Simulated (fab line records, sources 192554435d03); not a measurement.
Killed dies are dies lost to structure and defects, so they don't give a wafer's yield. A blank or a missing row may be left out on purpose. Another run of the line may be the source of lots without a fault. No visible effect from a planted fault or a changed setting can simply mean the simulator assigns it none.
fab line records	flow n5Finfet	part 2 of 2: steps 5 to 6 of 6
[record] lots = 23	wafers = 69	lastDay = 18
route steps=1938 shown BEOL_M1@791 BEOL_M2@880
lots untouched by any fault: they come from a run of this same line in which no faults occurred
startH: hours from the record's opening day to when the first of the lot's shown wafers began	waitH: hours elapsed since this lot's preceding step	" same as the row above	L1.1+2: one row covering several wafers at once	- no value present, or no start provided	* or withheld: withheld	< > ~ a bound
route shown NAME@n: NAME is a module with steps in the file, n the number in the route of the first one	usual: mean and standard deviation over wafers with no fault	same: alike in all rows	chamber/n: place in a boat	sites: the reading at each site	_std_site: their standard deviation	_edge_site: the outer-site mean with the inner-site mean subtracted	radiusMm: for every site, how far away it sits from the centre of the wafer	mask NAME#n: copy n	behind: tool/chamber where the wafer was last shaped	hold: why the lot was held/for how many hours/how that ended	device: names the non-switching transistor (n, p or np)	end of line: tests of these same wafers at the route's end	a step without rows: its recipe alone	killed: not the wafer's yield, but the dies lost to structure and defects at the first sort	map: the dies of a wafer, with x for killed, . for not killed, _ for no die there
set.NAME: the run value of the setting; set.NAME@STEP: its run value at that earlier step	model.NAME: the simulator's own value behind a step, which no gauge read
one table for each step of the route and one row for each wafer, over a sample of lots
services: when a tool's chamber went out of use (startH, in hours from the record's first day, below 0 if earlier), for how many hours, and the reason
[[steps]]
[step N5_BEOL_M2_ETCH_77]
[recipe] chemistry = N2/H2	target = underlayer	targetDepthA = 65	maskMaterial = CAR-EUV	timeS = 5.2	ionEnergyEv = 200	pressureMtorr = 30	sourceW = 840	biasW = 150	n2FlowSccm = 200	h2FlowSccm = 200	ends = cleared
[usual] drypumpMotorCurrentA = 5.6/0.61	etchRfOnTimeS = 5.18/0.11	oesProductAu = 0.67/0.074	rfFwdPowerW = 819.2/2.5	rfVppV = 523.0/2.7	showerheadPlenumPTorr = 2.52/0.076	throttleValvePct = 17.8/0.3
lot.wafer	tool	chamber	startH	waitH	drypumpMotorCurrentA	etchRfOnTimeS	oesProductAu	rfFwdPowerW	rfHoursCounterH	rfVppV	showerheadPlenumPTorr	throttleValvePct
L074.2	rieDiel-01	0	133.20	0.0	4.9	5.20	0.70	818.2	89	521.7	2.47	17.9
L074.4	"	2	"	"	6.4	4.99	0.76	818.3	50	524.4	2.58	17.3
L074.6	"	1	"	"	5.1	5.20	0.65	815.2	-	523.3	2.55	17.8
L075.1	rieDiel-01	1	143.97	0.0	5.1	5.20	0.65	815.9	149	520.8	2.55	17.8
L075.4	"	3	"	"	5.3	5.31	0.59	821.5	234	521.3	2.52	18.1
L075.6	"	2	"	"	6.4	4.93	0.74	816.9	-	526.1	2.57	17.3
L076.3	rieDiel-06	2	148.76	0.0	6.7	5.14	0.57	819.6	235	521.2	2.41	17.9
L076.5	"	1	"	"	4.9	5.15	0.66	818.6	-	520.7	2.45	18.1
L076.6	"	2	"	"	6.7	5.19	0.57	816.2	-	521.2	2.41	17.9
L077.2	rieDiel-01	1	155.33	0.0	5.1	5.24	0.64	820.1	154	524.8	2.54	17.8
L077.4	"	2	"	"	6.4	4.95	0.73	823.2	59	526.3	2.57	17.3
L077.5	"	2	"	"	6.4	4.95	0.73	816.4	-	523.2	2.57	17.3
L078.1	rieDiel-01	1	156.58	0.0	5.1	5.23	0.64	825.3	154	524.3	2.54	17.8
L078.3	"	3	"	"	5.2	5.38	0.58	821.5	240	522.9	2.52	18.1
L078.4	"	2	"	"	6.4	4.96	0.74	822.8	59	523.4	2.57	17.3
L079.1	rieDiel-06	0	165.37	0.0	5.6	5.02	0.66	821.3	161	523.2	2.54	17.8
L079.3	"	1	"	"	4.8	5.18	0.65	819.8	148	520.7	2.44	18.1
L079.4	"	3	"	"	5.4	5.28	0.58	819.3	215	520.8	2.44	18.3
L080.2	rieDiel-01	0	165.81	0.0	4.9	5.25	0.69	817.0	104	523.1	2.46	17.9
L080.3	"	2	"	"	6.5	5.06	0.72	821.5	64	526.1	2.57	17.3
L080.6	"	3	"	"	5.3	5.46	0.57	820.9	-	521.0	2.52	18.1
L082.4	rieDiel-06	1	183.97	0.0	4.9	5.16	0.64	820.4	154	520.3	2.44	18.1
L082.5	"	3	"	"	5.5	5.20	0.58	822.1	-	519.1	2.43	18.3
L082.6	"	0	"	"	5.6	5.06	0.65	818.5	-	522.7	2.53	17.8
L081.3	rieDiel-01	1	184.33	0.0	5.1	5.17	0.64	822.2	164	521.7	2.54	17.8
L081.5	"	2	"	"	6.5	5.00	0.72	821.9	-	523.8	2.57	17.3
L081.6	"	0	"	"	4.9	5.25	0.69	822.1	-	522.4	2.46	17.9
L083.4	rieDiel-01	1	196.98	0.0	5.1	5.20	0.63	817.9	-	523.7	2.54	17.8
L083.5	"	2	"	"	6.4	5.01	0.72	819.5	-	524.5	2.56	17.3
L083.6	"	0	"	"	4.9	5.18	0.67	820.1	-	522.9	2.46	17.9
L085.2	rieDiel-05	0	199.95	0.0	6.1	5.19	0.74	816.8	47	521.6	2.48	17.6
L085.3	"	1	"	"	5.8	5.30	0.60	821.1	247	523.2	2.50	18.0
L085.5	"	3	"	"	6.1	5.25	0.60	814.8	-	527.5	2.62	18.2
L084.3	rieDiel-05	3	200.13	0.0	6.0	5.18	0.61	818.0	208	528.8	2.62	18.2
L084.4	"	0	"	"	6.1	5.12	0.75	821.0	-	523.2	2.48	17.6
L084.5	"	3	"	"	6.1	5.20	0.59	822.7	-	525.6	2.62	18.2
L088.2	rieDiel-06	0	213.64	0.0	5.6	5.12	0.65	819.4	180	522.8	2.53	17.8
L088.4	"	1	"	"	4.9	5.22	0.63	819.9	167	520.9	2.44	18.2
L088.5	"	3	"	"	5.5	5.35	0.57	818.9	-	518.9	2.43	18.4
L087.1	rieDiel-06	3	218.99	0.0	5.5	5.38	0.57	817.2	236	518.5	2.43	18.3
L087.3	"	1	"	"	4.9	5.15	0.64	818.2	170	519.0	2.44	18.1
L087.6	"	3	"	"	5.5	5.29	0.58	819.8	-	516.9	2.43	18.4
L089.4	rieDiel-01	3	224.57	0.0	5.2	5.18	0.82	822.4	8	522.3	2.51	17.7
L089.5	"	1	"	"	5.1	5.16	0.62	822.3	-	523.9	2.53	17.8
L089.6	"	2	"	"	6.4	4.96	0.71	816.8	-	525.1	2.56	17.3
L090.1	rieDiel-01	1	234.65	0.0	5.1	5.17	0.63	822.4	181	523.2	2.53	17.9
L090.3	"	3	"	"	5.2	5.19	0.79	818.8	12	522.6	2.51	17.7
L090.5	"	0	"	"	4.9	5.20	0.67	821.2	-	520.1	2.45	17.9
L091.3	rieDiel-06	1	244.92	0.0	4.9	5.22	0.63	819.7	181	520.5	2.43	18.1
L091.5	"	2	"	"	6.6	5.16	0.81	816.3	-	530.4	2.72	17.6
L091.6	"	1	"	"	4.9	5.19	0.64	821.6	-	520.4	2.43	18.2
L092.2	rieDiel-01	2	245.35	0.0	6.4	4.99	0.70	816.7	92	523.7	2.56	17.3
L092.3	"	0	"	"	4.9	5.21	0.67	814.9	133	520.5	2.45	18.0
L092.6	"	0	"	"	4.9	5.24	0.67	816.5	-	520.6	2.45	18.0
L093.2	rieDiel-05	1	247.86	0.0	5.8	5.31	0.84	821.1	1	526.9	2.49	17.5
L093.3	"	0	"	"	6.1	5.23	0.72	821.7	66	522.7	2.47	17.5
L093.5	"	3	"	"	6.1	5.19	0.59	819.8	-	524.9	2.61	18.2
L094.1	rieDiel-06	0	262.10	0.0	5.6	5.09	0.64	820.2	188	524.9	2.52	17.8
L094.5	"	1	"	"	4.9	5.23	0.62	819.5	-	520.2	2.43	18.2
L094.6	"	0	"	"	5.6	5.08	0.65	823.8	-	522.1	2.52	17.8
L095.1	rieDiel-01	3	269.65	0.0	5.2	5.31	0.77	818.5	24	521.4	2.51	17.7
L095.4	"	2	"	"	6.5	5.01	0.69	819.8	-	523.0	2.55	17.4
L095.5	"	0	"	"	4.9	5.27	0.65	820.7	-	518.3	2.45	18.0
L096.1	rieDiel-01	2	274.44	0.0	6.4	4.94	0.71	820.7	102	522.9	2.55	17.3
L096.2	"	0	"	"	4.9	5.25	0.65	818.5	143	520.6	2.45	18.0
L096.5	"	0	"	"	4.9	5.16	0.66	817.7	-	521.6	2.45	18.0
L097.2	rieDiel-06	3	274.75	0.0	5.5	5.20	0.80	816.4	2	526.9	2.74	18.1
L097.3	"	1	"	"	4.9	5.11	0.62	814.9	194	518.3	2.43	18.2
L097.5	"	1	"	"	4.9	5.17	0.62	818.8	-	521.1	2.43	18.2
[step N5_BEOL_M2_STRIP_97]
[recipe] chemistry = N2/H2	timeS = 10	powerW = 450	tempC = 40	pressureMtorr = 20	rfFrequencyHz = 6e+07	biasPowerW = 7	n2FlowSccm = 200	h2FlowSccm = 200
[usual] biasPowerW = 7.000/0.019	drypumpMotorCurrentA = 5.5/0.59	oesProductAu = 0.79/0.091	rfVppV = 59.0/0.9	showerheadPlenumPTorr = 2.52/0.07	throttleValvePct = 23.6/0.36
lot.wafer	tool	chamber	startH	waitH	biasPowerW	drypumpMotorCurrentA	oesProductAu	rfHoursCounterH	rfVppV	showerheadPlenumPTorr	throttleValvePct
L074.2	rieDiel-01	3	-	-	6.999	5.2	0.69	231	58.3	2.52	23.9
L074.4	"	1	"	"	6.990	5.1	0.75	144	57.5	2.54	23.6
L074.6	"	2	"	"	7.021	6.4	0.87	-	60.3	2.57	22.9
L075.1	rieDiel-06	2	-	-	6.990	6.7	0.68	234	59.8	2.41	23.7
L075.4	"	0	"	"	7.004	5.6	0.79	152	59.5	2.53	23.4
L075.6	"	3	"	"	7.007	5.5	0.69	-	58.0	2.43	24.2
L076.3	rieDiel-06	1	-	-	7.012	4.9	0.76	143	58.2	2.44	23.8
L076.5	"	3	"	"	6.962	5.4	0.69	-	58.8	2.43	24.2
L076.6	"	0	"	"	6.982	5.6	0.77	-	59.3	2.53	23.4
L077.2	rieDiel-01	3	-	-	6.997	5.2	0.67	247	59.5	2.51	23.9
L077.4	"	2	"	"	6.957	6.5	0.84	65	59.0	2.56	22.9
L077.5	"	2	"	"	7.004	6.4	0.85	-	58.8	2.56	22.9
L078.1	rieDiel-01	3	-	-	7.028	5.2	0.68	247	59.9	2.51	23.9
L078.3	"	0	"	"	7.001	4.9	0.81	107	59.1	2.46	23.7
L078.4	"	2	"	"	7.000	6.5	0.84	65	59.9	2.56	22.9
L079.1	rieDiel-01	0	-	-	7.019	4.9	0.80	111	58.9	2.45	23.7
L079.3	"	1	"	"	6.993	5.1	0.73	164	58.1	2.54	23.7
L079.4	"	1	"	"	7.001	5.1	0.73	-	58.9	2.54	23.7
L080.2	rieDiel-05	2	-	-	6.993	5.5	0.66	246	59.7	2.61	23.6
L080.3	"	1	"	"	6.996	5.8	0.71	242	59.7	2.49	23.6
L080.6	"	3	"	"	6.994	6.1	0.71	-	59.2	2.62	23.9
L082.4	rieDiel-05	0	-	-	6.994	6.1	0.89	43	60.4	2.48	23.4
L082.5	"	1	"	"	6.981	5.8	0.71	-	58.1	2.49	23.7
L082.6	"	2	"	"	6.983	5.5	0.67	-	59.9	2.61	23.7
L081.3	rieDiel-01	2	-	-	7.021	6.4	0.85	71	59.2	2.56	22.9
L081.5	"	2	"	"	7.043	6.4	0.83	-	59.9	2.56	22.9
L081.6	"	0	"	"	7.018	4.9	0.81	-	58.9	2.45	23.7
L085.2	rieDiel-01	2	-	-	6.997	6.4	0.82	78	57.9	2.56	22.9
L085.3	"	0	"	"	7.002	4.9	0.80	119	59.6	2.45	23.7
L085.5	"	0	"	"	7.009	4.9	0.79	-	57.9	2.45	23.7
L083.4	rieDiel-01	0	-	-	7.023	4.9	0.80	119	60.8	2.45	23.7
L083.5	"	2	"	"	7.011	6.4	0.83	-	60.4	2.56	22.9
L083.6	"	1	"	"	7.009	5.0	0.73	-	57.8	2.53	23.7
L084.3	rieDiel-01	0	-	-	7.007	4.9	0.80	119	57.9	2.45	23.7
L084.4	"	1	"	"	7.001	5.1	0.72	173	58.7	2.53	23.7
L084.5	"	0	"	"	7.005	4.9	0.80	-	58.5	2.45	23.7
L088.2	rieDiel-06	2	-	-	6.987	6.6	1.02	2	59.2	2.72	23.5
L088.4	"	0	"	"	7.034	5.6	0.76	181	60.3	2.52	23.5
L088.5	"	0	"	"	7.014	5.6	0.75	-	59.5	2.52	23.5
L087.1	rieDiel-01	0	-	-	7.031	4.9	0.80	123	60.9	2.45	23.7
L087.3	"	2	"	"	6.990	6.5	0.83	83	57.7	2.56	22.9
L087.6	"	3	"	"	6.985	5.2	0.96	-	59.4	2.51	23.6
L089.4	rieDiel-01	2	-	-	6.981	6.4	0.82	85	58.0	2.55	22.9
L089.5	"	1	"	"	7.005	5.1	0.73	-	58.0	2.53	23.7
L089.6	"	0	"	"	7.007	4.9	0.80	-	59.3	2.45	23.7
L090.1	rieDiel-06	2	-	-	7.010	6.6	0.96	14	58.6	2.71	23.5
L090.3	"	3	"	"	6.971	5.5	0.67	247	59.1	2.42	24.3
L090.5	"	1	"	"	7.006	4.8	0.74	-	59.7	2.43	23.8
L091.3	rieDiel-01	1	-	-	7.034	5.1	0.71	186	58.0	2.53	23.7
L091.5	"	2	"	"	6.994	6.4	0.81	-	59.9	2.55	22.9
L091.6	"	3	"	"	7.004	5.2	0.93	-	59.8	2.51	23.6
L093.2	rieDiel-01	1	-	-	7.025	5.1	0.72	187	58.3	2.53	23.7
L093.3	"	3	"	"	7.016	5.3	0.93	17	60.2	2.51	23.6
L093.5	"	0	"	"	7.019	4.9	0.79	-	59.2	2.45	23.8
L092.2	rieDiel-06	1	-	-	7.012	4.9	0.74	187	58.9	2.42	23.8
L092.3	"	1	"	"	6.978	4.8	0.73	-	58.1	2.42	23.9
L092.6	"	1	"	"	6.997	4.9	0.74	-	58.3	2.42	23.9
L094.1	rieDiel-01	0	-	-	6.960	4.9	0.78	139	57.1	2.44	23.8
L094.5	"	0	"	"	6.993	4.9	0.78	-	59.7	2.44	23.7
L094.6	"	1	"	"	6.995	5.1	0.71	-	60.0	2.52	23.7
L095.1	rieDiel-01	0	-	-	7.021	4.9	0.78	144	58.7	2.44	23.7
L095.4	"	2	"	"	6.963	6.4	0.81	103	60.9	2.55	22.9
L095.5	"	2	"	"	6.988	6.4	0.81	-	59.5	2.55	22.9
L096.1	rieDiel-05	3	-	-	6.985	6.1	0.69	238	58.7	2.60	23.9
L096.2	"	0	"	"	7.048	6.1	0.84	70	58.3	2.47	23.4
L096.5	"	3	"	"	6.986	6.1	0.69	-	60.6	2.60	23.9
L097.2	rieDiel-06	3	-	-	7.020	5.5	0.94	4	60.3	2.74	24.3
L097.3	"	0	"	"	6.991	5.6	0.74	195	58.0	2.52	23.5
L097.5	"	1	"	"	6.986	4.9	0.73	-	58.8	2.42	23.9
[[services]]
tool	chamber	startH	hours	kind
rieDiel-04	3	116.29	12.9	repair
rieDiel-05	-	147.49	16.3	repair
pvdSputter-02	-	162.27	23.5	repair
rieDiel-01	1	164.18	2.6	repair
rieDiel-04	0	176.83	7.2	repair
rieDiel-01	3	181.79	-	clean
rieDiel-01	3	181.79	-	consumableReplace:focusRing
rieDiel-01	3	181.79	19.2	scheduledDown
rieDiel-01	3	181.79	19.2	ventCycle
rieDiel-06	2	186.97	-	clean
rieDiel-06	2	186.97	-	consumableReplace:focusRing
rieDiel-06	2	186.97	-	consumableReplace:showerhead
rieDiel-06	2	186.97	13.7	scheduledDown
rieDiel-06	2	186.97	13.7	ventCycle
rieDiel-04	0	204.06	8.8	repair
rieDiel-05	-	220.37	0.1	repair
rieDiel-05	-	242.12	2.8	pm
rieDiel-05	0	249.32	13.7	repair
rieDiel-06	3	249.67	-	clean
rieDiel-06	3	249.67	-	consumableReplace:focusRing
rieDiel-06	3	249.67	-	consumableReplace:showerhead
rieDiel-06	3	249.67	21.2	scheduledDown
rieDiel-02	1	257.11	6.0	repair
rieDiel-01	1	266.36	5.0	repair
